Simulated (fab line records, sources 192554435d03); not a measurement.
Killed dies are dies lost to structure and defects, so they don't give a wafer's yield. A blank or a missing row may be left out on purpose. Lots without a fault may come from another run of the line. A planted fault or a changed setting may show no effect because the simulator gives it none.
Split-lot experiment | flow n5_finfet | 7 lots, 39 wafers read, on a route of 1938 steps

THE SPLIT
At N5_MOL_CONTACT_COAG_ETCH_105 (etches SiARC in CF4, target depth 15.6 nm, time 26 s), the setting bias_w was moved away from the recipe's 36 W on 15 of the 39 wafers read, by -17.9% to +17.2%. The other wafers ran this setting at the recipe's value.

The reading is taken at the split's own step.

THE READING
rf_vpp_V, in V, at N5_MOL_CONTACT_COAG_ETCH_105 (etches SiARC in CF4, target depth 15.6 nm, time 26 s). Fault-free wafers of this fab line usually give 184.0 V, standard deviation 1 V.

wafer  | tool, chamber at the split | bias_w as run, W | against the recipe | rf_vpp_V, V | against lot-mates on the recipe
L075.1 | rie_diel-01, 3             | 36               | recipe             | 184.5       | -
L075.4 | rie_diel-01, 2             | 36               | recipe             | 183.6       | -
L075.6 | rie_diel-01, 3             | 36               | recipe             | 183.7       | -
L074.1 | rie_diel-06, 1             | 36               | recipe             | 184.3       | -
L074.2 | rie_diel-06, 0             | 36               | recipe             | 183.6       | -
L074.3 | rie_diel-06, 3             | 29.57            | -17.9%             | 162.8       | -21.2
L074.4 | rie_diel-06, 2             | 29.57            | -17.9%             | 162.4       | -21.6
L074.5 | rie_diel-06, 3             | 36               | recipe             | 184.2       | -
L074.6 | rie_diel-06, 0             | 29.57            | -17.9%             | 160.8       | -23.2
L080.1 | rie_diel-01, 1             | 42.2             | +17.2%             | 202.0       | +17.8
L080.2 | rie_diel-01, 3             | 36               | recipe             | 184.6       | -
L080.3 | rie_diel-01, 0             | 42.2             | +17.2%             | 204.2       | +20.0
L080.4 | rie_diel-01, 2             | 36               | recipe             | 183.8       | -
L080.5 | rie_diel-01, 2             | 36               | recipe             | 184.3       | -
L080.6 | rie_diel-01, 1             | 42.2             | +17.2%             | 202.7       | +18.5
L081.1 | rie_diel-01, 1             | 40.67            | +13.0%             | 198.2       | +13.2
L081.2 | rie_diel-01, 3             | 40.67            | +13.0%             | 199.1       | +14.1
L081.3 | rie_diel-01, 0             | 36               | recipe             | 184.9       | -
L081.4 | rie_diel-01, 2             | 36               | recipe             | 184.8       | -
L081.5 | rie_diel-01, 1             | 40.67            | +13.0%             | 198.2       | +13.2
L081.6 | rie_diel-01, 0             | 36               | recipe             | 185.3       | -
L082.1 | rie_diel-06, 3             | 36               | recipe             | 184.6       | -
L082.2 | rie_diel-06, 2             | 41.69            | +15.8%             | 203.5       | +19.3
L082.3 | rie_diel-06, 0             | 36               | recipe             | 182.9       | -
L082.4 | rie_diel-06, 2             | 36               | recipe             | 185.1       | -
L082.5 | rie_diel-06, 3             | 41.69            | +15.8%             | 201.7       | +17.5
L082.6 | rie_diel-06, 0             | 41.69            | +15.8%             | 201.7       | +17.5
L089.1 | rie_diel-01, 0             | 41.29            | +14.7%             | 202.3       | +18.3
L089.2 | rie_diel-01, 3             | 41.29            | +14.7%             | 200.8       | +16.8
L089.3 | rie_diel-01, 2             | 41.29            | +14.7%             | 200.3       | +16.3
L089.4 | rie_diel-01, 1             | 36               | recipe             | 183.1       | -
L089.5 | rie_diel-01, 2             | 36               | recipe             | 185.8       | -
L089.6 | rie_diel-01, 1             | 36               | recipe             | 183.0       | -
L090.1 | rie_diel-01, 0             | 36               | recipe             | 184.4       | -
L090.2 | rie_diel-01, 1             | 36               | recipe             | 184.7       | -
L090.3 | rie_diel-01, 2             | 36               | recipe             | 184.0       | -
L090.4 | rie_diel-01, 1             | 36               | recipe             | 183.5       | -
L090.5 | rie_diel-01, 2             | 36               | recipe             | 184.6       | -
L090.6 | rie_diel-01, 0             | 36               | recipe             | 185.9       | -

THE FIT
A straight line over all 39 wafers: rf_vpp_V changes by +1.16 V for each +1% of bias_w; r = +1.00; the points scatter about the line by 0.98 V.
The same after taking each lot's own level away (the mean of its wafers on the recipe; 39 wafers): +1.15 V for each +1%; r = +1.00; scatter 0.97 V.
On that fit, the largest move of bias_w shifts the reading by 21 V.
The lots' own levels span 183.93 to 185.00 V, that is 1.1 times the standard deviation above.
So the lot-to-lot level changes the slope little: the two slopes agree.
Check: with one of the wafers moved furthest among these (-17.9%) left out of the fit, the line predicts -20.9 V for it against its lot-mates. It came out at -21.2 V against them.
Tool readings at the split's step, against how far the setting was moved: rf_vpp_V r = +1.00.

OTHER SPLITS ON THESE WAFERS
These wafers also went through other splits before the reading. Each is held against what the fit with the lots' levels taken away leaves over:
other split on the same wafers       | wafers away from the commonest value | r with rf_vpp_V (lot level and that fit taken away)
N5_DUMMY_GATE_EXPOSE_12 dose_mj      | 15                                   | +0.01
N5_DUMMY_GATE_ETCH_31 target_depth_a | 12                                   | +0.24
N5_DUMMY_GATE_ETCH_44 target_depth_a | 18                                   | +0.10
N5_HKMG_FIN_ETCH_35 source_w         | 18                                   | -0.33

THE FILE'S OWN FIT
rf_vpp_V changes by +1.14 V for each +1% of bias_w, r = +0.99.
